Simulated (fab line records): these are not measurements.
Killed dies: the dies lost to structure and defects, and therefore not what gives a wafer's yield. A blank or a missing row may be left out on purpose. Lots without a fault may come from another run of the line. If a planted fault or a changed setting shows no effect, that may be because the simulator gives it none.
Matching of chambers | flow nand harc | NHARC_A_STAIRCASE_DESCUM_11 on rie diel-05: 4 sister chambers
The step chemistry O2, time 3 s. 4 wafers are shown with their chamber, then 9 later ones without.

## WAFERS PAIRED WITH THEIR CHAMBERS
wafer  | chamber | showerhead plenum p Torr (Torr)
L081.3 | 1       | 1.80
L086.1 | 2       | 2.02
L086.2 | 3       | 1.84
L086.3 | 0       | 1.95

## WAFERS WITHOUT THEIR CHAMBER
wafer  | showerhead plenum p Torr (Torr)
L088.1 | 1.94
L088.3 | 1.84
L088.4 | 1.79
L095.1 | 1.94
L095.2 | 2.01
L095.5 | 1.79
L093.1 | 1.83
L093.5 | 1.83
L093.6 | 2.01

## WHICH CHAMBER EACH WENT THROUGH
wafer  | from the rows above | in truth
L088.1 | 0                   | 0
L088.3 | 3                   | 3
L088.4 | 1                   | 1
L095.1 | 0                   | 0
L095.2 | 2                   | 2
L095.5 | 1                   | 1
L093.1 | 3                   | 3
L093.5 | 3                   | 3
L093.6 | 2                   | 2
Placed correctly: 9 of 9. Number that these rows cannot place: 0. Placed wrongly: 0.
How it was worked out, from the rows above alone: a wafer's distance from a chamber is the root of the sum, over the readings, of the square of ((its reading less the chamber's mean) divided by the reading's scatter). The wafer belongs to the nearest chamber; if the next one is less than 2 further off, it can't be placed. The mean given for a chamber averages the wafers shown for that chamber. The scatter: with one shown wafer a chamber, the root of the mean of the squares of how far each hidden wafer lies from its nearest shown one.
